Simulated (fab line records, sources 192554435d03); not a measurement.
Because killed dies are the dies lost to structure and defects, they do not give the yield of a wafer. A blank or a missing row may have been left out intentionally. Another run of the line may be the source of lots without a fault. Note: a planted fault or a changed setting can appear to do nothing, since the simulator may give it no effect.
Matching of chambers | flow n5-finfet | rie-diel-01 running N5_BEOL_M5_ETCH_62: 4 sister chambers
The step etches SOC in N2/H2, target depth 75 nm, overetch 15 nm, time 112.5 s. 7 wafers are shown with their chamber, then 7 later ones without.

EACH WAFER AND ITS CHAMBER
wafer  | chamber | drypump-motor-current-A (A) | showerhead-plenum-p-Torr (Torr)
L077.6 | 2       | 5.68                        | 2.52
L089.5 | 2       | 5.68                        | 2.51
L093.3 | 1       | 5.59                        | 2.61
L093.5 | 3       | 5.65                        | 2.44
L093.6 | 0       | 5.08                        | 2.56
L094.1 | 3       | 5.67                        | 2.44
L094.2 | 1       | 5.61                        | 2.61

WAFERS WHOSE CHAMBER IS MISSING
wafer  | drypump-motor-current-A (A) | showerhead-plenum-p-Torr (Torr)
L094.4 | 5.59                        | 2.61
L095.2 | 5.65                        | 2.44
L095.5 | 5.66                        | 2.44
L095.6 | 5.61                        | 2.61
L096.1 | 5.67                        | 2.44
L096.2 | 5.05                        | 2.55
L096.3 | 5.68                        | 2.50

WHICH CHAMBER EACH WENT THROUGH
wafer  | from the rows above | in truth
L094.4 | 1                   | 1
L095.2 | 3                   | 3
L095.5 | 3                   | 3
L095.6 | 1                   | 1
L096.1 | 3                   | 3
L096.2 | 0                   | 0
L096.3 | 2                   | 2
7 of 7 placed correctly. Not placeable from these rows: 0. 0 placed wrongly.
How it was worked out, from the rows above alone: a wafer's distance from a chamber is the root of the sum, over the readings, of the square of ((its reading less the chamber's mean) divided by the reading's scatter). The wafer belongs to the nearest chamber; if the next one is less than 2 further off, it can't be placed. The mean given for a chamber averages the wafers shown for that chamber. The scatter: take each reading less its chamber's mean, square it, sum over the shown wafers, divide by the number of wafers less the number of chambers, and take the root.
